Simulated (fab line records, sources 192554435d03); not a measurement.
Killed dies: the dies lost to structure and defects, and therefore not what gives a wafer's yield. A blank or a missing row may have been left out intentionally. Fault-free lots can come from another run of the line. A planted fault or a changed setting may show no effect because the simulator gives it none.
Lot-split experiment	flow n5_finfet	21 wafers read from 7 lots, route of 1938 steps

ABOUT THE SPLIT
At N5_FIN_SAQP_SPACER1_ALD_24 (deposits SiO2, target thk 20.3 nm, pulse time 1 s, purge time 2 s), the setting temp_c was moved away from the recipe's 300 C on 11 of the 21 wafers read, by -4.0% to +4.0%. The other wafers ran this setting at the recipe's value.

The reading is taken at the split's own step.

THE READING
SiO2_of_FIN_SAQP_SPACER1_ALD_24.thk_nm (the simulator's own value, which no gauge read), in nm, at N5_FIN_SAQP_SPACER1_ALD_24 (deposits SiO2, target thk 20.3 nm, pulse time 1 s, purge time 2 s). The file gives no usual value for it. Average 20.3 nm, standard deviation 0.092 nm, over the 10 wafers here run with the recipe.

wafer	tool, chamber at the split	temp_c as run, C	against the recipe	SiO2_of_FIN_SAQP_SPACER1_ALD_24.thk_nm, nm	against lot-mates on the recipe
L075.1	ald_sin-03, 3,2	311	+3.7%	19.8	-0.4
L075.5	ald_sin-03, 3,2	311	+3.7%	19.8	-0.4
L075.4	ald_sin-03, 3	300	recipe	20.2	-
L082.1	ald_sin-04, 3,0	308.4	+2.8%	20	-0.4
L082.5	ald_sin-04, 3,0	308.4	+2.8%	20	-0.4
L082.4	ald_sin-04, 2	300	recipe	20.4	-
L083.2	ald_sin-02, 2,3	308.8	+2.9%	20	-0.2
L083.4	ald_sin-02, 2,3	308.8	+2.9%	20	-0.2
L083.6	ald_sin-02, 1	300	recipe	20.2	-
L090.1	ald_sin-03, 0	300	recipe	20.2	-
L090.3	ald_sin-03, 1	311.9	+4.0%	19.8	-0.4
L090.6	ald_sin-03, 1	311.9	+4.0%	19.8	-0.4
L092.1	ald_sin-03, 2,0,3	288	-4.0%	21.2	no lot-mate on the recipe
L092.2	ald_sin-03, 2,0,3	288	-4.0%	21.2	no lot-mate on the recipe
L092.4	ald_sin-03, 2,0,3	288	-4.0%	21.2	no lot-mate on the recipe
L094.1	ald_sin-02, 2,3,3	300	recipe	20.2	-
L094.2	ald_sin-02, 2,3,3	300	recipe	20.2	-
L094.6	ald_sin-02, 2,3,3	300	recipe	20.2	-
L096.2	ald_sin-04, 3,0	300	recipe	20.4	-
L096.4	ald_sin-04, 3,0	300	recipe	20.4	-
L096.6	ald_sin-04, 3	300	recipe	20.2	-
The file does not say which wafer passed through which chamber wherever a row lists several chambers: such a row stands for several wafers.

THE FIT
A straight line over all 21 wafers: SiO2_of_FIN_SAQP_SPACER1_ALD_24.thk_nm changes by -0.165 nm for each +1% of temp_c; r = -0.95; the points scatter about the line by 0.14 nm.
The same after taking each lot's own level away (the mean of its wafers on the recipe; 18 wafers): -0.104 nm for each +1%; r = -0.94; scatter 0.068 nm.
The reading moves by 0.42 nm for the largest change in temp_c, on that fit.
The lots' own levels span 20.20 to 20.40 nm, that is 2.2 times the standard deviation above.
So the slope is not independent of the lot-to-lot level: the two fits are not the same.
Check: -0.417 nm against its lot-mates is what the line predicts for one of the wafers moved furthest among these (+4.0%) when that wafer is left out of the fit. It came out at -0.4 nm against them.

THESE WAFERS: OTHER SPLITS
Other splits were also applied to these wafers ahead of the reading. Each is held against what the fit with the lots' levels taken away leaves over:
other split on the same wafers	wafers away from the commonest value	r with SiO2_of_FIN_SAQP_SPACER1_ALD_24.thk_nm (lot level and that fit taken away)
N5_WELL_APT_EXPOSE_05 dose_mj	7	+0.18
N5_WELL_APT_DEVELOP_07 develop_time_s	6	+0.02
N5_FIN_SAQP_HM_DEP_03 time_s	7	-0.30
N5_FIN_SAQP_HM_DEP_72 time_s	6	-0.05

THE FILE'S OWN FIT
SiO2_of_FIN_SAQP_SPACER1_ALD_24.thk_nm changes by -0.104 nm for each +1% of temp_c, r = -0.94.
